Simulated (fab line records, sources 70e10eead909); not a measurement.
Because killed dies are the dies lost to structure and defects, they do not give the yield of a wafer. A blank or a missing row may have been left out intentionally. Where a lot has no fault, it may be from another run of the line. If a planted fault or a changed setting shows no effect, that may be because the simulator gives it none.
Which tool is to blame? ; flow nand harc ; 13 lots with 37 wafers sampled at 4 steps, on a route of 1302 steps

== WHAT EACH GAUGE READ, for each wafer ==
The record holds no reading of a measuring or inspecting step that can be judged against a usual standard deviation.

== EACH LOT AND THE TOOL THAT RAN IT (in order: tool; ch and the chambers of the sampled wafers; start) ==
lot;NHARC_A_STAIRCASE_STRIP_476;NHARC_A_STAIRCASE_DEP_417;NHARC_A_STAIRCASE_DEP_151;NHARC_A_SGD_CUT_ETCHBACK_24
L981;rie diel-09 ch 0,1, day 18 01:00;pecvd-04 ch 0,1,2, day 18 01:08;pecvd-03 ch 0,2, day 18 12:28;rie diel-10 ch 0,1,3, day 20 01:29
L979;rie diel-09 ch 0,1,2, day 18 02:24;pecvd-03 ch 0,1,2, day 18 02:29;pecvd-04 ch 0,2, day 18 11:58;rie diel-01 ch 1,2,3, day 20 01:27
L982;rie diel-09 ch 0,1,2, day 19 11:37;pecvd-02 ch 0,1,2, day 19 11:42;pecvd-02 ch 0,1, day 20 00:28;rie diel-01 ch 1,2, day 21 22:06
L985;rie diel-02 ch 0,1,2, day 19 16:54;pecvd-02 ch 1,2, day 19 17:02;pecvd-02 ch 0,1, day 20 04:10;rie diel-10 ch 1,2,3, day 21 22:06
L986;rie diel-02 ch 1,2,3, day 20 05:49;pecvd-02 ch 0,1,2, day 20 06:02;pecvd-03 ch 0,1,2, day 20 17:01;rie diel-07 ch 0,1,3, day 22 12:22
L988;rie diel-09 ch 1,2,3, day 21 14:45;pecvd-02 ch 0,1, day 21 14:50;pecvd-03 ch 0,1,2, day 22 00:37;rie diel-01 ch 1,2, day 23 19:28
L990;rie diel-12 ch 0,1, day 21 20:25;pecvd-04 ch 0,1,2, day 21 20:31;pecvd-02 ch 0,2, day 22 07:08;rie diel-10 ch 0,2,3, day 24 02:08
L992;rie diel-02 ch 2, day 22 18:26;pecvd-02 ch 0, day 22 18:38;pecvd-03 ch 2, day 23 05:47;rie diel-10 ch 3, day 24 22:02
L996;rie diel-02 ch 0,2,3, day 25 06:40;pecvd-03 ch 0,1, day 25 06:48;pecvd-04 ch 0,1,2, day 25 17:34;rie diel-01 ch 0,2,3, day 27 12:26
L998;rie diel-02 ch 0,1,3, day 25 09:24;pecvd-02 ch 0,1,2, day 25 09:29;pecvd-03 ch 1,2, day 25 17:34;rie diel-07 ch 0,2,3, day 27 12:34
L100;rie diel-12 ch 0,1,2, day 25 18:43;pecvd-04 ch 0,1, day 25 18:48;pecvd-04 ch 0,1, day 26 06:56;rie diel-01 ch 1,2, day 28 06:38
L999;rie diel-12 ch 0,2,3, day 25 19:15;pecvd-04 ch 0,1, day 25 19:26;pecvd-03 ch 0,2, day 26 06:56;rie diel-10 ch 2,3, day 28 06:40
L102;rie diel-09 ch 0,1,3, day 26 15:35;pecvd-02 ch 0,1,2, day 26 15:41;pecvd-04 ch 1,2, day 27 02:07;rie diel-01 ch 0,2, day 28 17:52
- NHARC_A_STAIRCASE_STRIP_476: strips in O2, time 20 s.
- NHARC_A_STAIRCASE_DEP_417: deposits Si3N4, target thk 60 nm.
- NHARC_A_STAIRCASE_DEP_151: deposits SiO2, target thk 7200 nm.
- NHARC_A_SGD_CUT_ETCHBACK_24: etches the open film in CH3F/O2, target depth 50 nm, time 92.857 s.

== AS READ BY THE TOOLS THEMSELVES (means over the sampled wafers that have a number; for cases with no such wafer, the mark the record gives instead) ==
NHARC_A_STAIRCASE_STRIP_476.
lot;tool;drypump motor current A (A);o2 flow sccm (sccm);oes product au (a.u.);rf vpp V (V);showerhead plenum p Torr (Torr);throttle valve pct (%)
L981;rie diel-09;5.5;499.8;0.993;57.3;3.62;17.039
L979;rie diel-09;5.5;499.0;1.006;56.8;3.59;17.033
L982;rie diel-09;5.5;501.0;0.994;58.4;3.59;17.036
L985;rie diel-02;5.4;498.9;1.003;56.2;3.35;17.039
L986;rie diel-02;5.6;499.8;1.003;57.7;3.38;17.042
L988;rie diel-09;5.9;499.4;0.992;58.0;3.62;17.021
L990;rie diel-12;6.3;501.0;0.997;56.8;3.39;17.026
L992;rie diel-02;4.7;499.6;1.006;58.4;3.44;17.036
L996;rie diel-02;5.5;499.4;0.994;58.2;3.53;17.037
L998;rie diel-02;5.9;499.9;0.996;57.3;3.49;17.049
L100;rie diel-12;6.3;501.4;1.005;57.4;3.38;17.044
L999;rie diel-12;6.0;501.1;1.005;56.6;3.38;17.038
L102;rie diel-09;5.8;500.3;0.992;57.8;3.58;17.032

NHARC_A_STAIRCASE_DEP_417.
lot;tool;heater power w (W);rf fwd power W (W)
L981;pecvd-04;647;447.5
L979;pecvd-03;733;450.1
L982;pecvd-02;696;449.7
L985;pecvd-02;595;449.7
L986;pecvd-02;657;449.4
L988;pecvd-02;665;449.9
L990;pecvd-04;645;448.7
L992;pecvd-02;719;448.9
L996;pecvd-03;704;449.9
L998;pecvd-02;668;448.3
L100;pecvd-04;748;448.9
L999;pecvd-04;678;448.2
L102;pecvd-02;702;449.1

NHARC_A_STAIRCASE_DEP_151.
lot;tool;heater power w (W);rf fwd power W (W)
L981;pecvd-03;662;499.5
L979;pecvd-04;590;499.3
L982;pecvd-02;616;499.0
L985;pecvd-02;601;499.2
L986;pecvd-03;596;500.2
L988;pecvd-03;654;499.9
L990;pecvd-02;670;499.9
L992;pecvd-03;770;499.4
L996;pecvd-04;599;499.8
L998;pecvd-03;669;499.2
L100;pecvd-04;623;500.8
L999;pecvd-03;637;498.7
L102;pecvd-04;565;500.6

NHARC_A_SGD_CUT_ETCHBACK_24.
lot;tool;drypump motor current A (A);o2 flow sccm (sccm);oes product au (a.u.);rf fwd power W (W);rf vpp V (V);showerhead plenum p Torr (Torr);throttle valve pct (%)
L981;rie diel-10;5.7;29.90;0.93;497.2;243.8;2.44;20.666
L979;rie diel-01;6.1;30.01;1.02;496.6;244.4;2.44;20.661
L982;rie diel-01;5.8;30.01;1.01;498.1;245.5;2.51;20.658
L985;rie diel-10;5.6;29.96;0.93;496.5;242.5;2.42;20.659
L986;rie diel-07;5.6;30.05;1.01;496.6;245.1;2.50;20.662
L988;rie diel-01;5.8;29.98;0.93;498.1;244.6;2.51;20.663
L990;rie diel-10;5.8;30.03;0.97;495.3;245.4;2.48;20.665
L992;rie diel-10;5.9;30.01;0.82;501.1;245.2;2.53;20.673
L996;rie diel-01;6.3;29.94;0.93;496.9;244.7;2.41;20.672
L998;rie diel-07;6.0;30.07;0.92;496.5;244.5;2.49;20.655
L100;rie diel-01;6.2;30.05;1.01;498.3;242.7;2.40;20.674
L999;rie diel-10;5.8;29.90;0.98;498.5;244.3;2.49;20.665
L102;rie diel-01;6.4;30.00;0.92;496.4;243.1;2.39;20.667

== THE ANSWER, worked out from the rows above alone ==
Rule: the usual values come from the lots themselves. The widest of any qualifying gaps counts: lots, ordered by their means at a reading, are off when they make up no more than a third of the lots, leave a main group of 4 or more, and stand apart from it by 3 or more times the standard deviation of that group's means. A main group is skipped when, at the precision printed for the reading in the tables above, its means are all equal. A lot without any number at a reading at which 4 lots or more have one is off too. Where the step has rows for the other lots, those lots are counted as sound. Order of review: gauges by route order, followed by the tools' own readings, for which a lot's mean as printed above is used. At the first step where some lot is off, the reading lying furthest off is the one used; lots without a number count as furthest.
Off: L992, at NHARC_A_STAIRCASE_DEP_151 (heater power w). Mean 624 W and standard deviation 33 in the main group.
A tool fits if, at that step or a process step before it, it ran every lot that is off, and no sound lot after the first of them. No candidate that was tried fits.

== WHAT THE SIMULATOR HAD PUT IN ==
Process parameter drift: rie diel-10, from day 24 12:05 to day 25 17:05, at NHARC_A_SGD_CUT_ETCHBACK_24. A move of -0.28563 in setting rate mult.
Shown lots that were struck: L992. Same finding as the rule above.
